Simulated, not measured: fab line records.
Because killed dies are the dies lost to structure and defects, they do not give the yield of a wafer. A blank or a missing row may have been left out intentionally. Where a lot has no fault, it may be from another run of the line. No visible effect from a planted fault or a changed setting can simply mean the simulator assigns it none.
Matching of chambers    flow n5-finfet    N5_BEOL_M10_ETCH_66 on rie-diel-04: 4 sister chambers
The step etches SOC in N2/H2, target depth 120 nm, overetch 24 nm, time 180 s. 4 wafers are shown with their chamber, then 10 later ones without.

== WAFERS WITH THEIR CHAMBER ==
wafer   chamber  drypump-motor-current-A (A)
L084.5  0        6.2
L086.2  2        5.6
L089.2  3        5.5
L089.3  1        6.2

== WAFERS MISSING THEIR CHAMBER ==
wafer   drypump-motor-current-A (A)
L089.5  6.3
L088.1  5.5
L088.2  5.5
L088.4  6.3
L090.2  6.2
L090.3  6.3
L090.6  5.6
L096.2  6.3
L096.3  5.5
L096.6  6.2

== WHICH CHAMBER EACH WENT THROUGH ==
wafer   from the rows above      in truth
L089.5  can't be placed: 0 or 1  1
L088.1  can't be placed: 3 or 2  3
L088.2  can't be placed: 3 or 2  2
L088.4  can't be placed: 0 or 1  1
L090.2  can't be placed: 0 or 1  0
L090.3  can't be placed: 0 or 1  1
L090.6  can't be placed: 2 or 3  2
L096.2  can't be placed: 0 or 1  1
L096.3  can't be placed: 3 or 2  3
L096.6  can't be placed: 0 or 1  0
0 of 10 placed correctly. Can't be placed from these rows: 10 (the true chamber is among the candidates in 10). Number placed wrongly: 0.
How it was worked out, from the rows above alone: a wafer's distance from a chamber is the root of the sum, over the readings, of the square of ((its reading less the chamber's mean) divided by the reading's scatter). If the next closest chamber is less than 2 further off than the closest, the wafer can't be placed; otherwise it belongs to the closest. Each chamber's mean is taken over the wafers shown for it. The scatter: root of mean squared gap, hidden wafer to nearest shown wafer, with one shown wafer a chamber.
